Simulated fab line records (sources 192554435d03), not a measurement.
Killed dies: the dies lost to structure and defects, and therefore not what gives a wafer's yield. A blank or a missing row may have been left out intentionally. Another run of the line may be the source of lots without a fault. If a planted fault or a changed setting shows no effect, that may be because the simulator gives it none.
A struck lot beside a sound one    flow n5-finfet    15 out of 1938 route steps
Sound: wafers L959.4, L959.5, L959.6. Wafers L971.3, L971.4, L971.6 were the ones struck. Last of all comes the cause.
At each step with rows: each side's tool, then ch and its chambers, then its first start. Under that, the readings that differ: sound wafers    struck wafers    difference of the means    sigmas: that difference in standard deviations of wafers without a fault.
alike: words and numbers the same on both sides, and readings whose means are apart by under 2 such deviations; not compared: readings that were withheld, readings missing a value for some wafer, numbers with overlapping values and no deviation given by the record, and bounds like >300 which may hide the same value.
A row with sigmas, a row that says differs or no value, or rows on one side alone: a step with any of these is where the two part. Non-overlapping numbers with no deviation appear without sigmas and do not part them. Lack of a reading on every wafer of one side parts them only where that side has two or more wafers.

N5_FIN_CUT_INSPECT_10: inspects for defects (brightfield).
  sound on defect-inspect-01, day 2 14:36; struck on defect-inspect-02, day 5 15:26
  alike: raw-defect-count
then, 1 step without rows for these wafers: N5_FIN_CUT_DESCUM_13 (chemistry O2, time 7 s).
N5_FIN_CUT_ETCH_30: etches underlayer in N2/H2, target depth 13 nm, time 10.4 s.
  sound on rie-diel-05 ch 0,2,3, day 2 14:40; struck on rie-diel-06 ch 0,1,2, day 5 15:30
  alike: drypump-motor-current-A, etch-rf-on-time-s, n2-flow-sccm, oes-product-au, rf-vpp-V, showerhead-plenum-p-Torr, throttle-valve-pct
  not compared: rf-hours-counter-h
N5_FIN_CUT_ETCH_20: etches SiARC in CF4, target depth 26 nm, time 43.3 s.
  sound on rie-diel-05 ch 0,2,3, day 2 14:41; struck on rie-diel-06 ch 0,1,2, day 5 15:31
  alike: cf4-flow-sccm, drypump-motor-current-A, etch-rf-on-time-s, oes-product-au, rf-vpp-V, showerhead-plenum-p-Torr, throttle-valve-pct
  not compared: rf-hours-counter-h
N5_FIN_CUT_ETCH_21: etches SOC in N2/H2, target depth 219 nm, overetch 43.8 nm, time 523.5 s.
  sound on rie-diel-05 ch 0,2,3, day 2 14:43; struck on rie-diel-06 ch 0,1,2, day 5 15:34
  alike: drypump-motor-current-A, n2-flow-sccm, oes-product-au, rf-vpp-V, showerhead-plenum-p-Torr, throttle-valve-pct
  not compared: rf-hours-counter-h
then, 2 steps without rows for these wafers: N5_FIN_CUT_STRIP_23 (strips in N2/H2); N5_FIN_CUT_STRIP_31 (strips in N2/H2).
N5_FIN_CUT_STRIP_24: strips in CF4.
  sound on rie-diel-05 ch 0,2,3, day 2 15:03; struck on rie-diel-06 ch 0,1,2, day 5 15:53
  alike: cf4-flow-sccm, drypump-motor-current-A, oes-product-au, rf-vpp-V, showerhead-plenum-p-Torr, throttle-valve-pct
  not compared: rf-hours-counter-h
then, 1 step without rows for these wafers: N5_FIN_CUT_CUT_ETCH_26 (etches SiNx in CH3F/O2, target depth 39 nm, time 55.7 s).
N5_FIN_CUT_CUT_ETCH_27: etches SiO2 in CHF3/O2, target depth 4 nm, overetch 2 nm, time 4.9 s.
  sound on rie-diel-05 ch 0,2,3, day 2 15:07; struck on rie-diel-06 ch 0,1,2, day 5 15:57
  alike: CHF3_flow_sccm, O2_flow_sccm, drypump-motor-current-A, oes-product-au, rf-vpp-V, showerhead-plenum-p-Torr, throttle-valve-pct
  not compared: rf-hours-counter-h
then, 2 steps without rows for these wafers: N5_FIN_CUT_PRECLEAN_35 (cleans in vHF, time 13.3 s); N5_FIN_CUT_CUT_ETCH_15 (etches Si in HBr/Cl2/O2, target depth 100 nm, bt time 10 s, time 42.4 s).
N5_FIN_CUT_CUT_ETCH_28: etches Si in HBr/Cl2/O2, target depth 6 nm, time 2.4 s.
  sound on rie-si-03 ch 0,1,2, day 2 15:19; struck on rie-si-03 ch 2,3, day 5 16:09
reading                   sound              struck           difference  sigmas
model.etch.depth-nm (nm)  6.368 6.003 5.861  7.785 8.038 7.8  +1.797      
  alike: O2_flow_sccm, drypump-motor-current-A, mfc-cl2-sccm, oes-product-au, throttle-valve-pct
  not compared: rf-hours-counter-h
then, 1 step without rows for these wafers: N5_FIN_CUT_STRIP_22 (strips in N2/H2).
-- record jumps: 6 days separate the struck wafers' starts on either side; left off in module FIN_CUT, taken up again in module BEOL_M4, whose first shown step is the route's number 1111 --
N5_BEOL_M4_RC_MEAS_101:
  sound on prober-02 ch 0, day 8 01:40; struck on prober-01 ch 0, day 11 17:09
reading    sound           struck          difference  sigmas
VT_P (mV)  -246 -246 -250  -255 -255 -257  -8          -2
  alike: DIBL_N, DIBL_P, IOFF_N, IOFF_P, ION_N, ION_P, SS_N, SS_P, VT_N

WHERE THEY PART
Only at N5_BEOL_M4_RC_MEAS_101, as far as this record shows.

WHY: the cause the simulator had injected
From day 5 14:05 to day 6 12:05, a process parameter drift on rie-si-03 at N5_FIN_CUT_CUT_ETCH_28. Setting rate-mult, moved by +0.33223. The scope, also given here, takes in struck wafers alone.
